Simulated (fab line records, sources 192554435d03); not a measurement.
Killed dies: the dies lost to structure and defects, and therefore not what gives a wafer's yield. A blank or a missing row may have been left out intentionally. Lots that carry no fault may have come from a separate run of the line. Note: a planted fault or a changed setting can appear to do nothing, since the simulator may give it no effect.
Which tool did it? / flow n5 finfet / 27 wafers from 9 lots sampled at 6 of the route's 1938 steps

## WHAT THE GAUGES READ, wafer by wafer
N5_STI_FIN_REVEAL_INSPECT_13: inspects for defects (darkfield). Usual: raw defect count 11, standard deviation 4.9.
lot=L799; measured=day 2 21:26; on=defect inspect-02; raw defect count=13 8 8; flag=
lot=L802; measured=day 3 14:37; on=defect inspect-02; raw defect count=7 8 4; flag=
lot=L803; measured=day 3 20:21; on=defect inspect-01; raw defect count=1 9 6; flag=
lot=L805; measured=day 4 07:59; on=defect inspect-01; raw defect count=6 7 12; flag=
lot=L808; measured=day 5 01:58; on=defect inspect-02; raw defect count=12 5 640; flag=OFF
lot=L817; measured=day 7 07:49; on=defect inspect-01; raw defect count=9 12 13; flag=
lot=L819; measured=day 7 19:22; on=defect inspect-01; raw defect count=5 12 9; flag=
lot=L820; measured=day 8 00:48; on=defect inspect-02; raw defect count=13 12 22; flag=
lot=L821; measured=day 8 06:29; on=defect inspect-02; raw defect count=13 16 13; flag=

N5_BEOL_M4_RC_MEAS_101. Usual: DIBL_N 36.3 mV/V, standard deviation 1.4; DIBL_P 36.2 mV/V, standard deviation 1.5; IOFF_N 0.160 nA/um, standard deviation 0.021; IOFF_P 0.211 nA/um, standard deviation 0.027; ION_N 676 uA/um, standard deviation 7.7; ION_P 463 uA/um, standard deviation 5.5; SS_N 71.4 mV/dec, standard deviation 0.57; SS_P 73.3 mV/dec, standard deviation 0.58; VT_N 249.3 mV, standard deviation 2.5; VT_P -250.1 mV, standard deviation 2.6.
lot=L799; measured=day 8 13:32; on=prober-01; DIBL_N (mV/V)=38.2 37.7 39.7; DIBL_P (mV/V)=38.3 36.9 38.2; IOFF_N (nA/um)=0.174 0.154 0.195; IOFF_P (nA/um)=0.251 0.215 0.248; ION_N (uA/um)=683 675 675; ION_P (uA/um)=471 464 465; SS_N (mV/dec)=72.4 72.0 72.0; SS_P (mV/dec)=73.7 73.3 73.9; VT_N (mV)=248.6 250.5 248.5; VT_P (mV)=-245.4 -246.7 -249.7; flag=
lot=L802; measured=day 8 21:04; on=prober-02; DIBL_N (mV/V)=37.4 35.2 37.5; DIBL_P (mV/V)=38.7 35.6 38.4; IOFF_N (nA/um)=0.190 0.150 0.201; IOFF_P (nA/um)=0.217 0.176 0.208; ION_N (uA/um)=691 671 688; ION_P (uA/um)=466 457 466; SS_N (mV/dec)=71.3 70.5 71.4; SS_P (mV/dec)=72.6 72.5 72.7; VT_N (mV)=247.0 248.2 245.2; VT_P (mV)=-251.9 -253.0 -251.5; flag=
lot=L803; measured=day 9 00:44; on=prober-02; DIBL_N (mV/V)=34.6 36.3 37.5; DIBL_P (mV/V)=34.4 36.7 37.7; IOFF_N (nA/um)=0.129 0.158 0.168; IOFF_P (nA/um)=0.152 0.173 0.185; ION_N (uA/um)=674 669 671; ION_P (uA/um)=452 454 449; SS_N (mV/dec)=71.2 71.3 72.1; SS_P (mV/dec)=73.3 74.3 74.0; VT_N (mV)=254.6 249.1 251.6; VT_P (mV)=-257.9 -257.4 -253.5; flag=
lot=L805; measured=day 9 22:33; on=prober-01; DIBL_N (mV/V)=37.1 35.9 36.6; DIBL_P (mV/V)=35.6 34.0 34.4; IOFF_N (nA/um)=0.154 0.139 0.144; IOFF_P (nA/um)=0.203 0.198 0.193; ION_N (uA/um)=673 677 665; ION_P (uA/um)=460 469 468; SS_N (mV/dec)=71.1 70.9 70.8; SS_P (mV/dec)=73.5 72.5 72.9; VT_N (mV)=250.1 249.1 248.3; VT_P (mV)=-250.2 -248.9 -249.8; flag=
lot=L808; measured=day 11 04:47; on=prober-01; DIBL_N (mV/V)=34.8 37.6 35.2; DIBL_P (mV/V)=33.4 37.7 33.9; IOFF_N (nA/um)=0.129 0.172 0.131; IOFF_P (nA/um)=0.172 0.227 0.173; ION_N (uA/um)=665 680 677; ION_P (uA/um)=459 464 459; SS_N (mV/dec)=71.0 71.2 71.1; SS_P (mV/dec)=72.6 73.9 72.5; VT_N (mV)=253.6 246.5 250.5; VT_P (mV)=-249.8 -248.4 -249.7; flag=
lot=L817; measured=day 12 12:07; on=prober-02; DIBL_N (mV/V)=35.1 35.0 34.2; DIBL_P (mV/V)=33.6 34.5 33.2; IOFF_N (nA/um)=0.140 0.153 0.135; IOFF_P (nA/um)=0.178 0.185 0.174; ION_N (uA/um)=667 680 668; ION_P (uA/um)=459 460 455; SS_N (mV/dec)=70.2 71.4 70.4; SS_P (mV/dec)=72.8 73.0 72.7; VT_N (mV)=251.3 246.7 249.4; VT_P (mV)=-250.3 -255.1 -253.7; flag=
lot=L819; measured=day 13 12:47; on=prober-01; DIBL_N (mV/V)=36.7 34.1 34.5; DIBL_P (mV/V)=38.9 35.2 36.2; IOFF_N (nA/um)=0.172 0.128 0.141; IOFF_P (nA/um)=0.245 0.191 0.199; ION_N (uA/um)=678 662 671; ION_P (uA/um)=468 462 461; SS_N (mV/dec)=71.2 70.9 70.6; SS_P (mV/dec)=73.8 72.5 73.5; VT_N (mV)=248.6 250.9 251.8; VT_P (mV)=-249.6 -248.4 -251.2; flag=
lot=L820; measured=day 13 20:19; on=prober-01; DIBL_N (mV/V)=36.9 36.1 37.2; DIBL_P (mV/V)=37.2 36.4 37.9; IOFF_N (nA/um)=0.179 0.162 0.189; IOFF_P (nA/um)=0.233 0.231 0.242; ION_N (uA/um)=680 683 687; ION_P (uA/um)=468 469 471; SS_N (mV/dec)=71.7 71.4 72.7; SS_P (mV/dec)=73.4 74.0 74.3; VT_N (mV)=249.0 249.9 247.6; VT_P (mV)=-246.6 -250.1 -248.8; flag=
lot=L821; measured=day 14 01:29; on=prober-01; DIBL_N (mV/V)=36.2 35.2 37.5; DIBL_P (mV/V)=36.6 34.4 37.0; IOFF_N (nA/um)=0.155 0.125 0.157; IOFF_P (nA/um)=0.221 0.181 0.228; ION_N (uA/um)=673 660 673; ION_P (uA/um)=465 451 460; SS_N (mV/dec)=71.6 70.8 71.8; SS_P (mV/dec)=74.1 73.0 74.3; VT_N (mV)=250.7 253.3 250.6; VT_P (mV)=-249.9 -250.6 -249.8; flag=

## WHICH TOOL RAN EACH LOT (tool, then ch and the chambers of the sampled wafers, then the start)
lot=L799; N5_FIN_CUT_CUT_ETCH_15=rie si-01 ch 0,2, day 2 11:07; N5_STI_FIN_REVEAL_PRECLEAN_29=wet bench-05 ch 0,3,7, day 2 18:10; N5_STI_FIN_REVEAL_OXIDATION_33=plasma asher-01 ch 0,1, day 2 21:09; N5_DUMMY_GATE_CMP_04=cmp-04 ch 0,2, day 3 01:22
lot=L802; N5_FIN_CUT_CUT_ETCH_15=rie si-04 ch 1,2, day 3 04:40; N5_STI_FIN_REVEAL_PRECLEAN_29=wet bench-05 ch 4,6,7, day 3 11:13; N5_STI_FIN_REVEAL_OXIDATION_33=plasma asher-01 ch 0,1, day 3 14:20; N5_DUMMY_GATE_CMP_04=cmp-03 ch 0,1, day 3 18:55
lot=L803; N5_FIN_CUT_CUT_ETCH_15=rie si-02 ch 0,1,3, day 3 10:37; N5_STI_FIN_REVEAL_PRECLEAN_29=wet bench-05 ch 1,5,7, day 3 17:10; N5_STI_FIN_REVEAL_OXIDATION_33=plasma asher-01 ch 0,1, day 3 20:04; N5_DUMMY_GATE_CMP_04=cmp-03 ch 0,2,3, day 4 00:21
lot=L805; N5_FIN_CUT_CUT_ETCH_15=rie si-04 ch 0,1, day 3 22:46; N5_STI_FIN_REVEAL_PRECLEAN_29=wet bench-03 ch 0,5,6, day 4 05:05; N5_STI_FIN_REVEAL_OXIDATION_33=plasma asher-01 ch 0,1, day 4 07:43; N5_DUMMY_GATE_CMP_04=cmp-03 ch 0,2,3, day 4 11:59
lot=L808; N5_FIN_CUT_CUT_ETCH_15=rie si-04 ch 1,3, day 4 16:02; N5_STI_FIN_REVEAL_PRECLEAN_29=wet bench-05 ch 0,2,4, day 4 23:06; N5_STI_FIN_REVEAL_OXIDATION_33=plasma asher-01 ch 0,1, day 5 01:41; N5_DUMMY_GATE_CMP_04=cmp-01 ch 1,3, day 5 05:56
lot=L817; N5_FIN_CUT_CUT_ETCH_15=rie si-02 ch 2,3, day 6 22:41; N5_STI_FIN_REVEAL_PRECLEAN_29=wet bench-03 ch 0,1,2, day 7 04:57; N5_STI_FIN_REVEAL_OXIDATION_33=plasma asher-02 ch 0,1, day 7 07:31; N5_DUMMY_GATE_CMP_04=cmp-01 ch 1,2, day 7 11:53
lot=L819; N5_FIN_CUT_CUT_ETCH_15=rie si-01 ch 1,2,3, day 7 09:52; N5_STI_FIN_REVEAL_PRECLEAN_29=wet bench-06 ch 4,5,6, day 7 16:29; N5_STI_FIN_REVEAL_OXIDATION_33=plasma asher-02 ch 0,1, day 7 19:05; N5_DUMMY_GATE_CMP_04=cmp-01 ch 1,2, day 7 23:19
lot=L820; N5_FIN_CUT_CUT_ETCH_15=rie si-04 ch 0,1,2, day 7 15:28; N5_STI_FIN_REVEAL_PRECLEAN_29=wet bench-06 ch 0,3,6, day 7 21:56; N5_STI_FIN_REVEAL_OXIDATION_33=plasma asher-01 ch 0,1, day 8 00:31; N5_DUMMY_GATE_CMP_04=cmp-01 ch 0,2, day 8 06:40
lot=L821; N5_FIN_CUT_CUT_ETCH_15=rie si-02 ch 1,2, day 7 21:28; N5_STI_FIN_REVEAL_PRECLEAN_29=wet bench-05 ch 0,2,7, day 8 03:37; N5_STI_FIN_REVEAL_OXIDATION_33=plasma asher-01 ch 0,1, day 8 06:13; N5_DUMMY_GATE_CMP_04=cmp-01 ch 0,1, day 8 10:32
- N5_FIN_CUT_CUT_ETCH_15: etches Si in HBr/Cl2/O2, target depth 100 nm, bt time 10 s, time 42.4 s.
- N5_STI_FIN_REVEAL_PRECLEAN_29: cleans in DHF, time 30 s.
- N5_STI_FIN_REVEAL_OXIDATION_33: chemistry O2 PLASMA REMOTE, time 20 s.
- N5_DUMMY_GATE_CMP_04: polishes a-Si.

## WHAT THE TOOLS THEMSELVES READ (means of the sampled wafers that have a number; where no wafer has one, the mark that the record gives instead)
N5_FIN_CUT_CUT_ETCH_15. Usual: chamber pressure mTorr 10.001 mTorr, standard deviation 0.009; drypump motor current A 5.7 A, standard deviation 0.6; mfc cl2 sccm 80.02 sccm, standard deviation 0.25; oes_o_777_au 1.01 a.u., standard deviation 0.035; oes product au 1.009 a.u., standard deviation 0.018; throttle valve pct 37.13 %, standard deviation 0.18.
lot=L799; tool=rie si-01; chamber pressure mTorr (mTorr)=9.996; drypump motor current A (A)=5.7; mfc cl2 sccm (sccm)=79.81; oes_o_777_au (a.u.)=1.05; oes product au (a.u.)=1.009; throttle valve pct (%)=37.02; flag=
lot=L802; tool=rie si-04; chamber pressure mTorr (mTorr)=9.998; drypump motor current A (A)=6.0; mfc cl2 sccm (sccm)=80.12; oes_o_777_au (a.u.)=1.01; oes product au (a.u.)=1.008; throttle valve pct (%)=37.15; flag=
lot=L803; tool=rie si-02; chamber pressure mTorr (mTorr)=10.001; drypump motor current A (A)=5.3; mfc cl2 sccm (sccm)=79.81; oes_o_777_au (a.u.)=0.96; oes product au (a.u.)=0.991; throttle valve pct (%)=37.19; flag=
lot=L805; tool=rie si-04; chamber pressure mTorr (mTorr)=9.995; drypump motor current A (A)=5.7; mfc cl2 sccm (sccm)=79.78; oes_o_777_au (a.u.)=1.03; oes product au (a.u.)=1.029; throttle valve pct (%)=36.97; flag=
lot=L808; tool=rie si-04; chamber pressure mTorr (mTorr)=10.004; drypump motor current A (A)=5.8; mfc cl2 sccm (sccm)=80.37; oes_o_777_au (a.u.)=1.00; oes product au (a.u.)=1.012; throttle valve pct (%)=37.14; flag=
lot=L817; tool=rie si-02; chamber pressure mTorr (mTorr)=10.004; drypump motor current A (A)=5.4; mfc cl2 sccm (sccm)=79.99; oes_o_777_au (a.u.)=0.98; oes product au (a.u.)=0.984; throttle valve pct (%)=37.16; flag=
lot=L819; tool=rie si-01; chamber pressure mTorr (mTorr)=10.004; drypump motor current A (A)=5.6; mfc cl2 sccm (sccm)=79.91; oes_o_777_au (a.u.)=1.03; oes product au (a.u.)=1.011; throttle valve pct (%)=37.09; flag=
lot=L820; tool=rie si-04; chamber pressure mTorr (mTorr)=10.009; drypump motor current A (A)=5.8; mfc cl2 sccm (sccm)=80.02; oes_o_777_au (a.u.)=1.03; oes product au (a.u.)=1.018; throttle valve pct (%)=37.08; flag=
lot=L821; tool=rie si-02; chamber pressure mTorr (mTorr)=10.003; drypump motor current A (A)=5.5; mfc cl2 sccm (sccm)=80.02; oes_o_777_au (a.u.)=0.99; oes product au (a.u.)=1.017; throttle valve pct (%)=37.32; flag=

N5_STI_FIN_REVEAL_OXIDATION_33. Usual: chamber pressure mTorr 1000.0 mTorr, standard deviation 0.91; drypump motor current A 6.0 A, standard deviation 0.51; heater power w 156 W, standard deviation 13.
lot=L799; tool=plasma asher-01; chamber pressure mTorr (mTorr)=999.9; drypump motor current A (A)=6.2; heater power w (W)=156; flag=
lot=L802; tool=plasma asher-01; chamber pressure mTorr (mTorr)=1000.4; drypump motor current A (A)=6.2; heater power w (W)=155; flag=
lot=L803; tool=plasma asher-01; chamber pressure mTorr (mTorr)=1000.2; drypump motor current A (A)=6.2; heater power w (W)=157; flag=
lot=L805; tool=plasma asher-01; chamber pressure mTorr (mTorr)=999.9; drypump motor current A (A)=5.8; heater power w (W)=146; flag=
lot=L808; tool=plasma asher-01; chamber pressure mTorr (mTorr)=999.5; drypump motor current A (A)=5.9; heater power w (W)=147; flag=
lot=L817; tool=plasma asher-02; chamber pressure mTorr (mTorr)=999.6; drypump motor current A (A)=5.7; heater power w (W)=167; flag=
lot=L819; tool=plasma asher-02; chamber pressure mTorr (mTorr)=1000.1; drypump motor current A (A)=5.9; heater power w (W)=164; flag=
lot=L820; tool=plasma asher-01; chamber pressure mTorr (mTorr)=999.6; drypump motor current A (A)=6.2; heater power w (W)=158; flag=
lot=L821; tool=plasma asher-01; chamber pressure mTorr (mTorr)=1000.0; drypump motor current A (A)=5.8; heater power w (W)=148; flag=

N5_DUMMY_GATE_CMP_04. Usual: motor current A 10.9 A, standard deviation 1; time to endpoint s 13.6 s, standard deviation 2.6.
lot=L799; tool=cmp-04; motor current A (A)=10.1; time to endpoint s (s)=13.5; flag=
lot=L802; tool=cmp-03; motor current A (A)=10.9; time to endpoint s (s)=12.7; flag=
lot=L803; tool=cmp-03; motor current A (A)=10.8; time to endpoint s (s)=16.0; flag=
lot=L805; tool=cmp-03; motor current A (A)=10.8; time to endpoint s (s)=18.8; flag=
lot=L808; tool=cmp-01; motor current A (A)=9.9; time to endpoint s (s)=12.2; flag=
lot=L817; tool=cmp-01; motor current A (A)=10.3; time to endpoint s (s)=13.2; flag=
lot=L819; tool=cmp-01; motor current A (A)=10.3; time to endpoint s (s)=13.9; flag=
lot=L820; tool=cmp-01; motor current A (A)=11.5; time to endpoint s (s)=14.1; flag=
lot=L821; tool=cmp-01; motor current A (A)=11.0; time to endpoint s (s)=16.9; flag=

## THE ANSWER, worked out from the rows above alone
Rule: take the mean of a lot's wafers that have a number; if it is more than 3 standard deviations from the usual mean, the lot is off. Also off: a lot with no number at a reading for which 4 or more lots have one. All remaining lots with rows at the step are treated as sound. First the gauges in route order, then the tools' own readings, where a lot's mean is used as printed above. At the first step where some lot is off, the reading lying furthest off is the one used; lots without a number count as furthest.
Off: L808, at N5_STI_FIN_REVEAL_INSPECT_13 (raw defect count).
A tool fits if, at a process step before that reading, it ran every lot that is off, and no sound lot after the first of them. Gauges at N5_STI_FIN_REVEAL_INSPECT_13: tried the same way as those tools. None of those tried fits.

## WHAT THE SIMULATOR HAD PUT IN
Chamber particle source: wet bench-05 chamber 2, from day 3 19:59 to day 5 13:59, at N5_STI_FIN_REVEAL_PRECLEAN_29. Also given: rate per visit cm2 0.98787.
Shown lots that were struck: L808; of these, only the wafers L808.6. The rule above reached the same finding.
